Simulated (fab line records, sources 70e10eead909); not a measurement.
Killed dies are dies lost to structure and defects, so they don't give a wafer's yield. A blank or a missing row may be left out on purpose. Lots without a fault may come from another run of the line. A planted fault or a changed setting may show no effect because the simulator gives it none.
fab line records | flow nand_harc
record lots=13 wafers=39 last_day=24
route steps=1159 shown A_BONDPAD@1060 THIN_TSV@1124 END@1159
lots that met no fault: from a run of the same line without faults
start_h: hours from the record's first day to the start of the lot's first wafer shown | wait_h: hours since the lot's step before | " the same as in the row above | L1.1+2: a row that stands for several wafers | - no value, or no start given | * or withheld: withheld | < > ~ a bound
route shown NAME@n: a module of which the file shows steps, and the number in the route of the first | usual: mean/standard deviation of fault-free wafers | same: alike in all rows | chamber/n: place in a boat | sites: the reading at each site | _std_site: their standard deviation | _edge_site: outer sites' mean less inner sites' | radius_mm: how far each site lies from the wafer's centre | mask NAME#n: copy n | behind: the tool/chamber that last shaped the wafer | hold: why the lot was held/for how many hours/how that ended | device: the transistor (n, p or np) that didn't switch | end of line: the same wafers' tests at the end of the route | a step without rows: its recipe alone | killed: dies lost to structure and defects at the first sort, not the wafer's yield | map: a wafer's dies, x killed, . not, _ none there
set.NAME: the setting as run; set.NAME@STEP: as run at that earlier step | model.NAME: the simulator's own value behind a step, which no gauge read
steps of the route over a sample of lots; a table a step, a row a wafer
services: from which hour (start_h, from the record's first day; less than 0 if before it) a tool's chamber was out of use, for how many hours, and why
## steps
# step NHARC_A_BONDPAD_CMP_29
# recipe target_thk_nm=200 material=SiCN
# usual motor_current_A=12.0/0.95 slurry_flow_ml_min=149.9/0.46
# columns lot.wafer tool chamber start_h wait_h motor_current_A slurry_flow_ml_min
L286.1 cmp-04 3 408.73 - 10.8 149.4
L286.3 " 1 " " 13.5 149.9
L286.6 " 3 " " 11.1 150.2
L290.1 cmp-04 2 414.30 - 12.2 150.0
L290.4 " 3 " " 11.2 150.7
L290.6 " 3 " " 11.2 150.2
L288.2 cmp-02 2 419.56 - 11.4 149.9
L288.4 " 1 " " 13.7 150.0
L288.5 " 3 " " 12.0 150.0
L292.2 cmp-04 0 420.49 - 12.2 149.9
L292.1 " 1 " " 14.0 149.9
L292.6 " 0 " " 11.9 150.0
L291.1 cmp-04 1 423.24 - 13.5 149.9
L291.4 " 2 " " 12.4 149.7
L291.6 " 3 " " 11.1 149.3
L289.4 cmp-04 1 424.74 - 13.1 149.6
L289.2 " 2 " " 13.0 150.1
L289.6 " 3 " " 11.2 149.9
L293.3 cmp-04 1 450.86 - 13.5 150.2
L293.4 " 2 " " 12.2 150.5
L293.2 " 3 " " 11.0 149.9
L301.4 cmp-03 3 502.32 - 12.6 150.4
L301.3 " 1 " " 10.7 150.1
L301.6 " 3 " " 12.6 149.7
L304.4 cmp-03 1 519.81 - 10.7 149.8
L304.1 " 3 " " 13.2 149.7
L304.5 " 2 " " 12.0 149.5
L307.2 cmp-04 3 520.21 - 10.7 149.8
L307.6 " 2 " " 12.2 150.1
L307.5 " 3 " " 11.5 149.8
L303.3 cmp-02 3 521.01 - 11.7 150.4
L303.4 " 1 " " 13.7 149.7
L303.5 " 2 " " 11.6 149.7
L305.2 cmp-04 2 527.39 - 12.3 150.0
L305.1 " 0 " " 12.6 149.5
L305.5 " 1 " " 13.8 150.0
L309.1 cmp-04 2 547.10 - 12.0 150.0
L309.6 " 1 " " 13.9 149.8
L309.5 " 2 " " 12.6 149.7
# step NHARC_THIN_TSV_DEP_47
# recipe target_thk_a=2000 temp_c=withheld pressure_torr=6.5 rf_w=900 teos_flow_sccm=161.4 flow_sccm=2650 target_thk_nm=200 gas=O2 material=SiO2
# usual showerhead_vpp_V=1848/81 throttle_valve_pct=15.9/0.58
# columns lot.wafer tool chamber start_h wait_h showerhead_vpp_V throttle_valve_pct
L286.3 pecvd-03 1 427.78 - 1839 16.8
L286.1 " 2 " " 1925 15.0
L286.6 " 2 " " 1943 15.2
L290.1 pecvd-04 0 432.68 - 1882 16.0
L290.4 " 0 " " 1936 15.9
L290.6 " 2 " " 1702 15.7
L292.2 pecvd-04 0 440.73 - 1904 16.1
L292.1 " 2 " " 1715 15.6
L292.6 " 2 " " 1692 15.8
L288.2 pecvd-03 1 441.91 - 1891 16.6
L288.5 " 2 " " 1944 15.5
L288.4 " 0 " " 1797 16.9
L291.1 pecvd-03 2 444.15 - 1960 15.3
L291.6 " 1 " " 1866 16.7
L291.4 " 2 " " 1927 15.2
L289.2 pecvd-04 0 445.20 - 1957 15.7
L289.4 " 0 " " 1918 15.8
L289.6 " 2 " " 1693 15.4
L293.2 pecvd-04 1 470.08 - 1834 14.9
L293.3 " 2 " " 1693 15.9
L293.4 " 2 " " 1703 15.8
L301.3 pecvd-04 0 525.46 - 1915 16.0
L301.6 " 1 " " 1781 14.9
L301.4 " 0 " " 1942 15.7
L307.2 pecvd-03 0 539.79 - 1770 16.6
L307.5 " 1 " " 1863 16.9
L307.6 " 2 " " 1949 15.1
L304.1 pecvd-03 1 541.26 - 1910 16.8
L304.4 " 2 " " 1950 15.0
L304.5 " 0 " " 1793 16.5
L303.3 pecvd-03 2 542.34 - 1933 15.0
L303.5 " 1 " " 1856 16.9
L303.4 " 2 " " 1921 14.8
L305.1 pecvd-02 0 546.02 - 1842 16.1
L305.2 " 1 " " 1776 15.4
L305.5 " 2 " " 1934 16.5
L309.1 pecvd-02 1 566.05 - 1804 15.6
L309.5 " 0 " " 1856 15.8
L309.6 " 1 " " 1743 15.3
# step NHARC_THIN_TSV_DEGAS_53
# recipe temp_c=300 time_s=60
# usual heater_power_w=485/57
# columns lot.wafer tool chamber start_h wait_h heater_power_w
L286.3 pvd_sputter-01 - 430.73 0.1 514
L286.1 " - " " 460
L286.6 " - " " 512
L290.4 pvd_sputter-01 - 435.68 0.1 521
L290.1 " - " " 458
L290.6 " - " " 455
L292.1 pvd_sputter-02 - 443.83 0.1 503
L292.2 " - " " 414
L292.6 " - " " 490
L288.4 pvd_sputter-03 - 444.85 0.1 421
L288.2 " - " " 526
L288.5 " - " " 513
L291.1 pvd_sputter-02 - 447.01 0.1 521
L291.4 " - " " 415
L291.6 " - " " 503
L289.2 pvd_sputter-02 - 448.29 0.1 430
L289.4 " - " " 529
L289.6 " - " " 424
L293.4 pvd_sputter-02 - 473.00 0.1 506
L293.3 " - " " 419
L293.2 " - " " 411
L301.4 pvd_sputter-03 - 528.31 0.1 536
L301.3 " - " " 604
L301.6 " - " " 527
L307.2 pvd_sputter-02 - 542.94 0.1 526
L307.5 " - " " 417
L307.6 " - " " 506
L304.4 pvd_sputter-02 - 544.32 0.1 408
L304.1 " - " " 515
L304.5 " - " " 427
L303.4 pvd_sputter-03 - 545.24 0.1 398
L303.3 " - " " 599
L303.5 " - " " 414
L305.1 pvd_sputter-02 - 549.56 0.1 408
L305.2 " - " " 503
L305.5 " - " " 410
L309.1 pvd_sputter-01 - 568.94 0.1 503
L309.6 " - " " 462
L309.5 " - " " 566
# step NHARC_THIN_TSV_PVD_24
# recipe target_thk_a=8000 power_w=withheld chamber_pressure_pa=withheld substrate_temp_c=withheld time_s=withheld gas=Ar material=Al
# columns lot.wafer tool chamber start_h wait_h
L286.1+3+6 pvd_sputter-01 - 431.14 0.2
L290.4+1+6 pvd_sputter-01 - 436.04 0.1
L292.2+1+6 pvd_sputter-02 - 444.19 0.1
L288.2+4+5 pvd_sputter-03 - 445.15 0.1
L291.1+4+6 pvd_sputter-02 - 447.36 0.2
L289.2+4+6 pvd_sputter-02 - 448.77 0.2
L293.3+2+4 pvd_sputter-02 - 473.30 0.1
L301.4+3+6 pvd_sputter-03 - 528.66 0.1
L307.2+5+6 pvd_sputter-02 - 543.35 0.2
L304.1+4+5 pvd_sputter-02 - 544.60 0.1
L303.3+4+5 pvd_sputter-03 - 545.54 0.1
L305.1+2+5 pvd_sputter-02 - 549.86 0.1
L309.1+5+6 pvd_sputter-01 - 569.26 0.1
# step NHARC_END_SORT_01
# recipe temp_c=25
# usual defect_limited_yield=95.2/1.6 killed_at_array=29/11 killed_at_other=0.7/1.1 killed_at_periphery=3.1/2 killed_dies=33/11 killed_open=3.5/1.8 killed_short=2.0/1.4 sort_bin_2_pct=1.5/0.6 sort_bin_3_pct=0.24/0.19 sort_bin_4_pct=3.1/1.1 sort_n_pass=644/11 sort_rim_yield_pct=96.5/2.3 sort_yield_pct=95.2/1.6
# same gross_dies=677 sort_bin_5_pct[%]=0 sort_bin_6_pct[%]=0 sort_bin_7_pct[%]=0 sort_bin_8_pct[%]=0 sort_rim_n_gross=106.00
# columns lot.wafer tool chamber start_h wait_h defect_limited_yield[%] killed_at_array killed_at_other killed_at_periphery killed_dies killed_open killed_short sort_bin_2_pct[%] sort_bin_3_pct[%] sort_bin_4_pct[%] sort_n_pass sort_rim_yield_pct[%] sort_yield_pct[%]
L289.2 prober-02 0 492.61 2.8 0 9 667 1 677 0 2 0.6 98.67 0.7 0 0 0
L289.4 prober-02 0 494.21 3.4 97.0 17 0 3 20 3 6 1.0 0.15 1.8 657 96.2 97.0
L289.6 prober-02 0 495.81 4.0 96.8 18 0 4 22 5 0 1.0 0 2.2 655 98.1 96.8
L293.2 prober-02 0 500.48 2.8 0 20 651 6 677 2 1 1.0 96.45 2.5 0 0 0
L293.3 prober-02 0 501.28 3.1 96.5 21 0 3 24 1 1 1.2 0 2.4 653 98.1 96.5
L293.4 prober-02 0 502.08 3.4 95.9 24 0 4 28 2 1 1.5 0.30 2.4 649 98.1 95.9
L303.3 prober-01 0 556.05 3.1 92.0 49 0 5 54 2 2 2.5 0.30 5.2 623 91.5 92.0
L303.4 prober-01 0 556.85 3.4 91.9 54 0 1 55 3 2 2.1 0 6.1 622 98.1 91.9
L303.5 prober-01 0 557.65 3.7 93.2 40 4 2 46 3 2 1.9 0.15 4.7 631 96.2 93.2
L305.1 prober-02 0 569.31 2.5 94.5 33 1 3 37 6 2 2.1 0.15 3.2 640 94.3 94.5
L305.2 prober-02 0 570.11 2.8 94.8 32 1 2 35 3 1 1.9 0.30 3.0 642 96.2 94.8
L305.5 prober-02 0 572.53 3.7 92.3 48 1 3 52 2 4 2.7 0.44 4.6 625 94.3 92.3
# killed by level:class
L289.2 THIN_TSV:area_pvd=667 A_STAIRCASE:chamber_film_flake=3 A_CHANNEL_HOLE_D1:chamber_film_flake=2 A_SOURCE_PLATE:geometric_particle:short=1 A_CHANNEL_FILL_D1:geometric_particle:short=1 P_STI:chamber_film_flake=1 A_SLIT:chamber_film_flake=1 A_CONTACT:chamber_film_flake=1
L289.4 A_CHANNEL_HOLE_D1:chamber_film_flake=4 P_STI:chamber_film_flake=2 A_STAIRCASE:chamber_film_flake=2 A_CONTACT:chamber_film_flake=2 P_CONTACT:geometric_particle:short=1 A_ONON_D1:geometric_particle:short=1 A_ONON_D1:geometric_particle:open=1 A_CHANNEL_FILL_D1:geometric_particle:short=1
L289.6 A_CHANNEL_HOLE_D1:chamber_film_flake=7 A_STAIRCASE:chamber_film_flake=4 P_STI:chamber_film_flake=3 A_M0:geometric_particle:open=2 A_CONTACT:chamber_film_flake=2 P_STI:geometric_particle:open=1 A_CHANNEL_HOLE_D1:geometric_particle:open=1 A_CONTACT:geometric_particle:open=1
L293.2 THIN_TSV:area_pvd=651 A_SLIT:chamber_film_flake=10 P_M2:chamber_film_flake=4 A_CONTACT:chamber_film_flake=4 A_CHANNEL_HOLE_D1:chamber_film_flake=2 P_M0:geometric_particle:open=1 A_SOURCE_PLATE:geometric_particle:short=1 A_M1:geometric_particle:open=1
L293.3 A_SLIT:chamber_film_flake=8 A_CONTACT:chamber_film_flake=5 P_M2:chamber_film_flake=2 A_CHANNEL_HOLE_D1:chamber_film_flake=2 A_STAIRCASE:chamber_film_flake=2 A_WL_FILL:chamber_film_flake=2 A_SGD_CUT:geometric_particle:open=1 A_CONTACT:geometric_particle:short=1
L293.4 A_SLIT:chamber_film_flake=14 P_ZERO_WELL:chamber_film_flake=2 P_M2:chamber_film_flake=2 A_CHANNEL_HOLE_D1:chamber_film_flake=2 A_STAIRCASE:chamber_film_flake=2 A_CONTACT:chamber_film_flake=2 A_CHANNEL_HOLE_D1:geometric_particle:short=1 A_WL_FILL:geometric_particle:open=1
L303.3 A_CHANNEL_HOLE_D1:chamber_film_flake=22 A_SLIT:chamber_film_flake=15 A_STAIRCASE:chamber_film_flake=5 A_CONTACT:chamber_film_flake=5 P_GATE:chamber_film_flake=3 P_M0:geometric_particle:short=1 P_BONDPAD:geometric_particle:open=1 A_CHANNEL_FILL_D1:geometric_particle:short=1
L303.4 A_CHANNEL_HOLE_D1:chamber_film_flake=25 A_SLIT:chamber_film_flake=13 A_CONTACT:chamber_film_flake=6 A_M0:geometric_particle:short=2 A_STAIRCASE:chamber_film_flake=2 A_WL_FILL:chamber_film_flake=2 A_ONON_D1:geometric_particle:open=1 A_WL_FILL:geometric_particle:open=1
L303.5 A_CHANNEL_HOLE_D1:chamber_film_flake=21 A_SLIT:chamber_film_flake=10 A_STAIRCASE:chamber_film_flake=4 THIN_TSV:chamber_film_flake=3 A_CONTACT:geometric_particle:open=2 P_GATE:chamber_film_flake=2 A_ONON_D1:geometric_particle:open=1 A_CONTACT:geometric_particle:short=1
L305.1 A_SLIT:chamber_film_flake=13 A_CHANNEL_HOLE_D1:chamber_film_flake=8 A_CONTACT:geometric_particle:open=2 A_M0:geometric_particle:open=2 A_ZERO_WELL:chamber_film_flake=2 A_CONTACT:chamber_film_flake=2 P_M0:geometric_particle:open=1 A_SGD_CUT:geometric_particle:open=1
L305.2 A_SLIT:chamber_film_flake=18 A_CHANNEL_HOLE_D1:chamber_film_flake=8 A_CONTACT:chamber_film_flake=2 P_M0:geometric_particle:open=1 A_ONON_D1:geometric_particle:open=1 A_CONTACT:geometric_particle:short=1 P_STI:chamber_film_flake=1 STARTING-WAFER:geometric_particle:open=1
L305.5 A_SLIT:chamber_film_flake=22 A_CHANNEL_HOLE_D1:chamber_film_flake=10 A_ZERO_WELL:chamber_film_flake=5 P_M1:chamber_film_flake=2 A_WL_FILL:chamber_film_flake=2 A_CONTACT:chamber_film_flake=2 A_ONON_D1:geometric_particle:short=1 A_CHANNEL_HOLE_D1:geometric_particle:open=1
## services
# columns tool chamber start_h hours kind
pvd_sputter-02 - 392.00 10.0 pm
cmp-02 - 393.84 1.6 repair
cmp-02 - 403.69 1.1 repair
cmp-04 - 404.49 4.0 pm
cmp-03 - 417.89 2.9 repair
cmp-04 - 427.60 0.5 repair
cmp-03 - 428.59 59.3 repair
pecvd-04 1 431.88 16.8 repair
cmp-04 - 432.93 5.5 repair
pvd_sputter-02 - 436.22 5.5 repair
pvd_sputter-01 - 437.89 14.8 repair
cmp-02 - 451.92 4.0 pm
pvd_sputter-03 - 458.07 10.0 pm
pecvd-04 - 462.40 1.7 repair
pecvd-03 - 473.22 13.0 pm
cmp-03 - 487.92 4.0 pm
cmp-04 - 502.49 4.0 pm
cmp-02 - 505.09 1.8 repair
cmp-04 - 513.01 0.3 repair
pvd_sputter-01 - 514.05 10.0 pm
pecvd-02 - 515.56 13.0 pm
cmp-03 - 523.71 0.6 repair
cmp-02 - 534.73 1.6 repair
pecvd-04 - 557.04 13.0 pm
## key
first_sign step=NHARC_END_SORT_01 reading=killed_at_other direction=up sigmas=99+ usual=0.7 struck=659
effect step=NHARC_END_SORT_01 reading=sort_bin_3_pct direction=up sigmas=99+ usual=0.24 struck=97.56
more_kills_born_at NHARC_THIN_TSV_PVD_24@pvd_sputter-02=1318
met_at NHARC_THIN_TSV_PVD_24
struck_lots L289,L293
struck_wafers L289.2,L293.2
later_rows_left_out L289.2,L293.2
not_acting_at NHARC_A_BONDPAD_CMP_29,NHARC_THIN_TSV_DEP_47,NHARC_THIN_TSV_DEGAS_53
onset_between 447.36 448.77
fault kind=process_parameter_drift tool=pvd_sputter-02 chamber=- onset_h=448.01 steps=NHARC_THIN_TSV_PVD_24 channel=target_thk_a offset=* shape=step end_h=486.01 acts_in=* stated=* scope=struck_wafers_only
# later_rows_left_out: the simulator's readings of these wafers behind a module that went badly wrong aren't trusted and aren't shown, but for the sort
